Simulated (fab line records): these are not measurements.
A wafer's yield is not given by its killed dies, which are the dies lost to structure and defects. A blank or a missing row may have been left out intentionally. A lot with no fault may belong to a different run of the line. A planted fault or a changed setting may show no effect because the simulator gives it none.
Lot-split experiment | flow n5 finfet | route with 1938 steps; 7 lots, 21 wafers read

== THE SPLIT ITSELF ==
At N5_MIM_BOT_ETCH_ETCH_04 (etches SiNx in CF4/O2, target depth 26 nm, time 13 s), the setting time s was moved away from the recipe's 13 s on 6 of the 21 wafers read, by -19.4% to +16.8%. The other wafers ran this setting at the recipe's value.

Reading taken at the split's own step.

== THE READING ==
etch.depth nm (the simulator's own value, which no gauge read), in nm, at N5_MIM_BOT_ETCH_ETCH_04 (etches SiNx in CF4/O2, target depth 26 nm, time 13 s). The file does not state a usual value for it. The 15 wafers here that ran the recipe average 25.93 nm, standard deviation 0.8 nm.

wafer  | tool, chamber at the split | time s as run, s | against the recipe | etch.depth nm, nm | against lot-mates on the recipe
L076.1 | rie diel-01, 3             | 12.15            | -6.5%              | 24.06             | -2.29
L076.4 | rie diel-01, 1             | 13               | recipe             | 26.35             | -
L076.5 | rie diel-01, 3             | 12.15            | -6.5%              | 24.16             | -2.19
L075.2 | rie diel-01, 1             | 13               | recipe             | 26.29             | -
L075.3 | rie diel-01, 3             | 13               | recipe             | 26.11             | -
L075.4 | rie diel-01, 2             | 13               | recipe             | 26.07             | -
L078.1 | rie diel-05, 2             | 13               | recipe             | 27.09             | -
L078.4 | rie diel-05, 0             | 13               | recipe             | 25.15             | -
L078.6 | rie diel-05, 0             | 13               | recipe             | 24.86             | -
L084.1 | rie diel-05, 1             | 13               | recipe             | 26.6              | -
L084.2 | rie diel-05, 3             | 13               | recipe             | 25.11             | -
L084.5 | rie diel-05, 1             | 13               | recipe             | 26.72             | -
L090.1 | rie diel-03, 2             | 13               | recipe             | 25.06             | -
L090.2 | rie diel-03, 1             | 13               | recipe             | 25.15             | -
L090.4 | rie diel-03, 0             | 10.6             | -18.5%             | 21.35             | -3.75
L094.1 | rie diel-03, 2             | 13               | recipe             | 24.83             | -
L094.3 | rie diel-03, 0             | 13               | recipe             | 26.55             | -
L094.5 | rie diel-03, 1             | 15.18            | +16.8%             | 29.27             | +3.58
L095.1 | rie diel-03, 3             | 13               | recipe             | 27.08             | -
L095.2 | rie diel-03, 2             | 10.48            | -19.4%             | 20.31             | -6.77
L095.6 | rie diel-03, 0             | 10.48            | -19.4%             | 21.49             | -5.59

FIT RESULTS
A straight line over all 21 wafers: etch.depth nm changes by +0.243 nm for each +1% of time s; r = +0.94; the points scatter about the line by 0.76 nm.
The same after taking each lot's own level away (the mean of its wafers on the recipe; 21 wafers): +0.268 nm for each +1%; r = +0.95; scatter 0.76 nm.
According to that fit, moving time s by its largest amount changes the reading by 5.2 nm.
The span of the lots' own levels, 25.105 to 27.080 nm, comes to 2.5 times the standard deviation stated above.
Hence the lot-to-lot level has little effect on the slope; both slopes agree.
Check: for one of the wafers moved furthest among these (-19.4%), held out of the fit, the line's prediction against its lot-mates is -4.82 nm. Against them it came out at -6.77 nm.

== ADDITIONAL SPLITS CARRIED BY THESE WAFERS ==
Before the reading, these wafers also passed through other splits. Each is held against what the fit with the lots' levels taken away leaves over:
other split on the same wafers | wafers away from the commonest value | r with etch.depth nm (lot level and that fit taken away)
N5_BEOL_M13_COAT_04 spin rpm   | 8                                    | +0.01
N5_BEOL_M14_SPUTTER_43 power w | 9                                    | +0.12
N5_BEOL_M15_COAT_04 spin rpm   | 7                                    | -0.01
N5_BEOL_M15_EXPOSE_07 dose mj  | 2                                    | -0.08

== THE FILE'S OWN FIT ==
etch.depth nm changes by +0.253 nm for each +1% of time s, r = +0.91.
